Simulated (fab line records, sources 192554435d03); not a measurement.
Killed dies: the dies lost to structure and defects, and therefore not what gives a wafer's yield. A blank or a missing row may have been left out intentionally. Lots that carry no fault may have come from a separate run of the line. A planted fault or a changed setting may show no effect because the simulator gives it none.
The tool behind it: which one? | flow n5-finfet | 30 wafers from 10 lots sampled at 5 of the route's 1938 steps

== WHAT EACH GAUGE READ, for each wafer ==
N5_PASSIVATION_INSPECT_67: inspects for defects (macro). Usual: raw-defect-count 1.9, standard deviation 1.4.
lot  | measured     | on                | raw-defect-count | flag
L797 | day 12 14:33 | defect-inspect-01 | 1 0 4            |
L799 | day 13 08:16 | defect-inspect-01 | 1 1 2            |
L802 | day 13 07:14 | defect-inspect-01 | 0 1 2            |
L801 | day 13 11:41 | defect-inspect-01 | 2 2 1            |
L809 | day 15 07:59 | defect-inspect-01 | 4 1 >300         |
L810 | day 15 13:37 | defect-inspect-02 | 2 0 >300         |
L812 | day 16 13:46 | defect-inspect-02 | 2 3 1            |
L815 | day 17 06:17 | defect-inspect-02 | 3 4 3            |
L817 | day 17 10:14 | defect-inspect-01 | 6 1 3            |
L816 | day 17 17:54 | defect-inspect-01 | 2 3 3            |

== EACH LOT AND THE TOOL THAT RAN IT (in order: tool; ch and the chambers of the sampled wafers; start) ==
lot  | N5_MIM_BOT_LITHO_DESCUM_10         | N5_PASSIVATION_PECVD_55         | N5_PASSIVATION_DESCUM_12           | N5_PASSIVATION_PECVD_53
L797 | rie-diel-05 ch 0,2,3, day 12 05:41 | pecvd-01 ch 0,1,2, day 12 06:38 | rie-diel-01 ch 1,2,3, day 12 10:50 | pecvd-04 ch 0,1,2, day 12 13:50
L799 | rie-diel-04 ch 0,1,3, day 12 22:51 | pecvd-02 ch 0,1,2, day 12 23:52 | rie-diel-03 ch 0,1,2, day 13 01:59 | pecvd-04 ch 0,1,2, day 13 07:33
L802 | rie-diel-05 ch 0,1,2, day 13 00:24 | pecvd-01 ch 1,2, day 13 01:17   | rie-diel-02 ch 1,2, day 13 03:40   | pecvd-04 ch 0,2, day 13 06:39
L801 | rie-diel-04 ch 1,3, day 13 04:45   | pecvd-03 ch 0,1,2, day 13 05:38 | rie-diel-03 ch 1,2, day 13 06:08   | pecvd-02 ch 1,2, day 13 10:57
L809 | rie-diel-06 ch 0,2, day 15 01:23   | pecvd-01 ch 1,2, day 15 02:19   | rie-diel-01 ch 1,3, day 15 03:28   | pecvd-04 ch 0,1,2, day 15 07:23
L810 | rie-diel-06 ch 0,3, day 15 07:53   | pecvd-03 ch 1,2, day 15 08:47   | rie-diel-01 ch 0,1, day 15 09:16   | pecvd-04 ch 0,1,2, day 15 12:52
L812 | rie-diel-06 ch 1,3, day 16 08:22   | pecvd-02 ch 0,1, day 16 09:38   | rie-diel-02 ch 1,2,3, day 16 10:16 | pecvd-02 ch 0,1,2, day 16 12:59
L815 | rie-diel-05 ch 1,3, day 17 01:31   | pecvd-03 ch 0,2, day 17 02:28   | rie-diel-02 ch 1,2,3, day 17 03:05 | pecvd-01 ch 0,2, day 17 05:34
L817 | rie-diel-05 ch 0,1,3, day 17 05:23 | pecvd-01 ch 0,2, day 17 06:23   | rie-diel-03 ch 1,2, day 17 06:55   | pecvd-01 ch 0,2, day 17 09:27
L816 | rie-diel-06 ch 2,3, day 17 12:24   | pecvd-03 ch 0,2, day 17 13:19   | rie-diel-01 ch 0,1, day 17 14:16   | pecvd-01 ch 0,2, day 17 17:11
- N5_MIM_BOT_LITHO_DESCUM_10: chemistry O2, time 7.9 s.
- N5_PASSIVATION_PECVD_55: deposits SiO2 from SiH4/N2O, target thk 400 nm, time 22.5 s.
- N5_PASSIVATION_DESCUM_12: chemistry O2, time 7.9 s.
- N5_PASSIVATION_PECVD_53: deposits SiO2 from TEOS/O2, target thk 800 nm, time 169.4 s.

== WHAT THE TOOLS THEMSELVES READ (means of the sampled wafers that have a number; where no wafer has one, the mark that the record gives instead) ==
N5_MIM_BOT_LITHO_DESCUM_10. Usual: chamber-pressure-mTorr 19.997 mTorr, standard deviation 0.024; drypump-motor-current-A 5.5 A, standard deviation 0.53; oes-product-au 0.78 a.u., standard deviation 0.08; rf-vpp-V 243.2 V, standard deviation 1.6; showerhead-plenum-p-Torr 2.09 Torr, standard deviation 0.089; throttle-valve-pct 20.48 %, standard deviation 0.23.
lot  | tool        | chamber-pressure-mTorr (mTorr) | drypump-motor-current-A (A) | oes-product-au (a.u.) | rf-vpp-V (V) | showerhead-plenum-p-Torr (Torr) | throttle-valve-pct (%) | flag
L797 | rie-diel-05 | 19.978                         | 5.9                         | 0.84                  | 245.1        | 2.20                            | 20.37                  |
L799 | rie-diel-04 | 20.008                         | 5.6                         | 0.70                  | 242.9        | 2.06                            | 20.44                  |
L802 | rie-diel-05 | 19.990                         | 5.4                         | 0.79                  | 244.1        | 2.13                            | 20.40                  |
L801 | rie-diel-04 | 19.997                         | 5.3                         | 0.73                  | 242.8        | 2.05                            | 20.50                  |
L809 | rie-diel-06 | 19.998                         | 5.0                         | 0.70                  | 241.8        | 2.01                            | 20.52                  |
L810 | rie-diel-06 | 20.004                         | 4.8                         | 0.81                  | 244.0        | 2.13                            | 20.48                  |
L812 | rie-diel-06 | 20.003                         | 5.4                         | 0.74                  | 243.7        | 2.11                            | 20.75                  |
L815 | rie-diel-05 | 19.998                         | 6.0                         | 0.85                  | 244.8        | 2.14                            | 20.20                  |
L817 | rie-diel-05 | 20.001                         | 5.8                         | 0.79                  | 243.2        | 2.13                            | 20.40                  |
L816 | rie-diel-06 | 19.982                         | 5.2                         | 0.91                  | 242.3        | 2.10                            | 20.43                  |

N5_PASSIVATION_PECVD_55. Usual: heater-power-w 647 W, standard deviation 85; showerhead-plenum-p-Torr 8.12 Torr, standard deviation 0.067; throttle-valve-pct 51.0 %, standard deviation 1.7.
lot  | tool     | heater-power-w (W) | showerhead-plenum-p-Torr (Torr) | throttle-valve-pct (%) | flag
L797 | pecvd-01 | 665                | 8.10                            | 51.8                   |
L799 | pecvd-02 | 611                | 8.14                            | 50.4                   |
L802 | pecvd-01 | 762                | 8.09                            | 52.8                   |
L801 | pecvd-03 | 639                | 8.11                            | 50.4                   |
L809 | pecvd-01 | 678                | 8.14                            | 51.8                   |
L810 | pecvd-03 | 598                | 8.06                            | 49.6                   |
L812 | pecvd-02 | 702                | 8.16                            | 51.6                   |
L815 | pecvd-03 | 588                | 8.08                            | 50.3                   |
L817 | pecvd-01 | 604                | 8.13                            | 50.9                   |
L816 | pecvd-03 | 613                | 8.07                            | 50.2                   |

N5_PASSIVATION_DESCUM_12. Usual: chamber-pressure-mTorr 20.002 mTorr, standard deviation 0.018; drypump-motor-current-A 5.9 A, standard deviation 0.46; oes-product-au 0.79 a.u., standard deviation 0.087; rf-vpp-V 243.7 V, standard deviation 1.2; showerhead-plenum-p-Torr 2.12 Torr, standard deviation 0.064; throttle-valve-pct 20.37 %, standard deviation 0.17.
lot  | tool        | chamber-pressure-mTorr (mTorr) | drypump-motor-current-A (A) | oes-product-au (a.u.) | rf-vpp-V (V) | showerhead-plenum-p-Torr (Torr) | throttle-valve-pct (%) | flag
L797 | rie-diel-01 | 20.001                         | 6.0                         | 0.74                  | 244.4        | 2.16                            | 20.36                  |
L799 | rie-diel-03 | 19.988                         | 5.9                         | 0.76                  | 243.4        | 2.09                            | 20.37                  |
L802 | rie-diel-02 | 20.022                         | 6.2                         | 0.70                  | 242.8        | 2.06                            | 20.52                  |
L801 | rie-diel-03 | 20.014                         | 5.3                         | 0.80                  | 242.8        | 2.06                            | 20.23                  |
L809 | rie-diel-01 | 20.006                         | 6.2                         | 0.74                  | 242.9        | 2.13                            | 20.52                  |
L810 | rie-diel-01 | 19.992                         | 5.9                         | 0.82                  | 244.5        | 2.18                            | 20.42                  |
L812 | rie-diel-02 | 20.002                         | 5.9                         | 0.83                  | 243.9        | 2.12                            | 20.26                  |
L815 | rie-diel-02 | 20.014                         | 5.9                         | 0.81                  | 244.0        | 2.11                            | 20.26                  |
L817 | rie-diel-03 | 19.996                         | 5.2                         | 0.76                  | 244.0        | 2.06                            | 20.27                  |
L816 | rie-diel-01 | 20.003                         | 5.8                         | 0.81                  | 243.8        | 2.13                            | 20.39                  |

== THE ANSWER, worked out from the rows above alone ==
Rule: a lot is off if the mean of its wafers that have a number lies more than 3 standard deviations from the usual mean. Also off: a lot with no number at a reading for which 4 or more lots have one. All remaining lots with rows at the step are treated as sound. Order of review: gauges by route order, followed by the tools' own readings, for which a lot's mean as printed above is used. At the first step where some lot is off, the reading lying furthest off is the one used; lots without a number count as furthest.
No lot is off at any reading shown: from this, nothing can be told.

== WHAT THE SIMULATOR PUT IN ==
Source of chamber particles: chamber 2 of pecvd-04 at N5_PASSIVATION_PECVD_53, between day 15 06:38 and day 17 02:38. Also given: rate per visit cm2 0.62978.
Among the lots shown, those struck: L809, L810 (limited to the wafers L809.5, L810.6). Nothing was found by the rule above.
